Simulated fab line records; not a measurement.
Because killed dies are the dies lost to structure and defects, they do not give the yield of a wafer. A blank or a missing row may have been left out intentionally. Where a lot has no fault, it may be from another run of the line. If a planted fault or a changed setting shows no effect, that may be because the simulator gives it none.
Chamber matching	flow n5 finfet	4 sister chambers for N5_BEOL_M11_DESCUM_33 on rie diel-06
The step chemistry O2, time 7.9 s. 8 wafers are shown with their chamber, then 9 later ones without.

## EACH WAFER AND ITS CHAMBER
wafer	chamber	showerhead plenum p Torr (Torr)	drypump motor current A (A)
L075.3	0	2.05	5.78
L080.4	3	2.21	5.89
L080.5	3	2.21	5.90
L090.5	1	2.06	5.33
L090.6	0	2.04	5.78
L092.2	2	2.16	5.42
L092.4	1	2.06	5.27
L092.6	2	2.16	5.38

## WAFERS WITH NO CHAMBER GIVEN
wafer	showerhead plenum p Torr (Torr)	drypump motor current A (A)
L094.1	2.06	5.29
L094.2	2.15	5.38
L094.6	2.20	5.86
L097.1	2.15	5.41
L097.2	2.20	5.89
L097.3	2.06	5.28
L096.1	2.15	5.41
L096.4	2.04	5.79
L096.6	2.04	5.78

## THE CHAMBER EACH PASSED THROUGH
wafer	from the rows above	in truth
L094.1	1	1
L094.2	2	2
L094.6	3	3
L097.1	2	2
L097.2	3	3
L097.3	1	1
L096.1	2	2
L096.4	0	0
L096.6	0	0
Correctly placed: 9 of 9. Can't be placed from these rows: 0. Placed wrongly: 0.
How it was worked out, from the rows above alone: a wafer's distance from a chamber is the root of the sum, over the readings, of the square of ((its reading less the chamber's mean) divided by the reading's scatter). If the next closest chamber is less than 2 further off than the closest, the wafer can't be placed; otherwise it belongs to the closest. A chamber's mean is the mean of its shown wafers. The scatter: take each reading less its chamber's mean, square it, sum over the shown wafers, divide by the number of wafers less the number of chambers, and take the root.
